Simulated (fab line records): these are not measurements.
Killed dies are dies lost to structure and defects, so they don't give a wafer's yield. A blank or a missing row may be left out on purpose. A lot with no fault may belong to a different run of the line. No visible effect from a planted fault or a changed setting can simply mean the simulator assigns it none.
A lot that was struck, set against a sound lot ; flow nand_harc ; 14 steps out of a route of 1302
Sound: wafers L837.2, L837.4, L837.5. The struck wafers were L828.1, L828.2, L828.3. At the end, the cause is stated.
For every step that has rows: the tool of each side, followed by ch and its chambers, followed by its first start. Under that, the readings that differ: sound wafers ; struck wafers ; difference of the means ; sigmas: that difference in standard deviations of wafers without a fault.
alike: readings whose means differ by less than 2 such deviations, and words and numbers that are the same on both sides. not compared: withheld readings, readings that some wafer has no value for, bounds like >300 that may hide the same value, and numbers for which the record gives no deviation and whose values overlap.
The two part at a step that has a row with sigmas, a row that says differs or no value, or rows on one side only. Numbers that have no deviation but don't overlap get no sigmas and don't part them. Lack of a reading on every wafer of one side parts them only where that side has two or more wafers.

first, 2 steps without rows for these wafers: NHARC_A_CONTACT_PEB_40 (peb time 65 s); NHARC_A_CONTACT_DEVELOP_41 (develop time 35 s).
NHARC_A_CONTACT_CD_MEAS_42 targets a cd of 300 nm.
  sound on cd_sem-03 ch 0, day 29 18:11; struck on cd_sem-01 ch 0, day 27 00:05
  alike: cd_nm
NHARC_A_CONTACT_OVL_MEAS_43:
  struck on overlay-02, day 27 00:10; sound on overlay-02, day 29 18:16
reading;sound;struck;difference;sigmas
overlay_y_nm (nm);-0.4 -0.3 -0.4;1.5 0.7 1.4;+1.6;+2
  alike: overlay_x_nm
NHARC_A_CONTACT_INSPECT_44:
  struck on defect_inspect-01, day 27 00:13; sound on defect_inspect-01, day 29 18:19
reading;sound;struck;difference;sigmas
raw_defect_count;86 115 92;25 11 14;-81;-2
NHARC_A_CONTACT_DESCUM_47: chemistry O2, time 3 s.
  sound on rie_diel-02 ch 1,2,3, day 29 18:23; struck on rie_diel-13 ch 1,2,3, day 27 00:16
  alike: drypump_motor_current_A, oes_product_au, rf_vpp_V, showerhead_plenum_p_Torr, throttle_valve_pct
  not compared: rf_hours_counter_h
NHARC_A_CONTACT_ETCH_48: etches the open film in CF4, target depth 39 nm, time 65 s.
  sound on rie_diel-02 ch 0,2,3, day 29 18:28; struck on rie_diel-13 ch 1,2,3, day 27 00:22
  alike: bias_w, cf4_flow_sccm, drypump_motor_current_A, oes_product_au, rf_fwd_power_W, rf_vpp_V, showerhead_plenum_p_Torr, throttle_valve_pct
  not compared: rf_hours_counter_h
NHARC_A_CONTACT_ETCH_49: etches the open film in N2/H2, target depth 260 nm, time 475.3 s.
  sound on rie_diel-02 ch 0,1,2; struck on rie_diel-13 ch 1,2,3
  alike: bias_w, chamber_pressure_mTorr, drypump_motor_current_A, oes_product_au, rf_fwd_power_W, rf_vpp_V, showerhead_plenum_p_Torr, throttle_valve_pct
  not compared: rf_hours_counter_h
then, 2 steps without rows for these wafers: NHARC_A_CONTACT_ETCH_50 (etches the open film in CF4/CHF3, target depth 121 nm, time 60.5 s); NHARC_A_CONTACT_ETCH_51 (etches the open film in O2/COS, target depth 7000 nm, time 1820 s).
NHARC_A_CONTACT_ETCH_111: etches the open film in C4F8/O2/Ar, time 140 s, target depth 700 nm.
  sound on har_cap_etch-03 ch 0,1, day 29 20:14; struck on har_cap_etch-03 ch 0,1, day 27 02:26
  alike: chamber_pressure_mTorr, oes_air_line_au
  not compared: rf_hours_counter_h
NHARC_A_CONTACT_ETCH_112: etches the open film in C4F8/O2/Ar, time 190 s, target depth 1850 nm.
  sound on har_cap_etch-03 ch 0,1, day 29 20:26; struck on har_cap_etch-03 ch 0,1, day 27 02:43
  alike: chamber_pressure_mTorr, oes_air_line_au
  not compared: rf_hours_counter_h
NHARC_A_CONTACT_ETCH_113: etches the open film in C4F8/O2/Ar, time 190 s, target depth 1850 nm.
  sound on har_cap_etch-03 ch 0,1, day 29 20:37; struck on har_cap_etch-03 ch 0,1, day 27 02:56
  no value came back on the struck wafers for chamber_pressure_mTorr (mTorr), oes_air_line_au (a.u.); on the sound wafers chamber_pressure_mTorr (mTorr) reads 19.997 20.014 19.994
  not compared: rf_hours_counter_h
then, 1 step without rows for these wafers: NHARC_A_CONTACT_ETCH_114 (etches the open film in C4F8/O2/Ar, time 190 s, target depth 1850 nm).

## WHERE THEY PART
At NHARC_A_CONTACT_OVL_MEAS_43 first; at NHARC_A_CONTACT_ETCH_113 last (within this record only).

WHY: what had been put in by the simulator
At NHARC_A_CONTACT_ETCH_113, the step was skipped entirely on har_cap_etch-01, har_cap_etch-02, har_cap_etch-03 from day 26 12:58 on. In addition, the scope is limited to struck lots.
